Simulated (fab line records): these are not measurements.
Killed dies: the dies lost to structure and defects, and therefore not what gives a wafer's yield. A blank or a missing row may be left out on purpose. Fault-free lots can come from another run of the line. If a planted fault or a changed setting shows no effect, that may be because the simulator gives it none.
Matching of chambers	flow n5_finfet	cmp-04 running N5_BEOL_M4_CMP_52: 4 sister chambers
The step polishes, stops on SiOC, t overpolish 6.8 s, target thk 40 nm. 8 wafers are shown with their chamber, then 10 later ones without.

== WAFERS, EACH WITH ITS CHAMBER ==
wafer	chamber	motor_current_A (A)	time_to_endpoint_s (s)
L079.2	3	6.2	58.8
L079.6	1	6.4	62.4
L080.4	3	5.9	54.2
L081.1	2	6.1	58.7
L081.3	0	5.9	61.3
L081.6	1	6.3	59.9
L083.1	0	6.2	60.2
L083.3	2	6.5	57.9

== WAFERS WITHOUT THEIR CHAMBER ==
wafer	motor_current_A (A)	time_to_endpoint_s (s)
L083.4	6.7	59.0
L087.1	5.9	60.5
L087.2	6.3	58.1
L087.5	6.7	61.6
L089.1	6.7	60.7
L089.5	6.5	62.7
L089.6	6.9	62.2
L090.1	6.6	63.3
L090.2	6.1	60.6
L090.5	7.1	60.1

== THE CHAMBER EACH PASSED THROUGH ==
wafer	from the rows above	in truth
L083.4	can't be placed: 2 or 1 or 0 or 3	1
L087.1	can't be placed: 0 or 1 or 3 or 2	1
L087.2	can't be placed: 2 or 3 or 1 or 0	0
L087.5	can't be placed: 1 or 2 or 0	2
L089.1	can't be placed: 1 or 2 or 0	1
L089.5	can't be placed: 1 or 0 or 2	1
L089.6	can't be placed: 1 or 2 or 0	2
L090.1	can't be placed: 1 or 0 or 2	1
L090.2	can't be placed: 0 or 1 or 2 or 3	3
L090.5	can't be placed: 1 or 2 or 0 or 3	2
0 of 10 placed correctly. Can't be placed from these rows: 10 (the true chamber is among the candidates in 10). Wrongly placed: 0.
How it was worked out, from the rows above alone: a wafer's distance from a chamber is the root of the sum, over the readings, of the square of ((its reading less the chamber's mean) divided by the reading's scatter). The wafer belongs to the nearest chamber; if the next one is less than 2 further off, it can't be placed. For every chamber, the mean is computed from those of its wafers that are shown. The scatter: take each reading less its chamber's mean, square it, sum over the shown wafers, divide by the number of wafers less the number of chambers, and take the root.
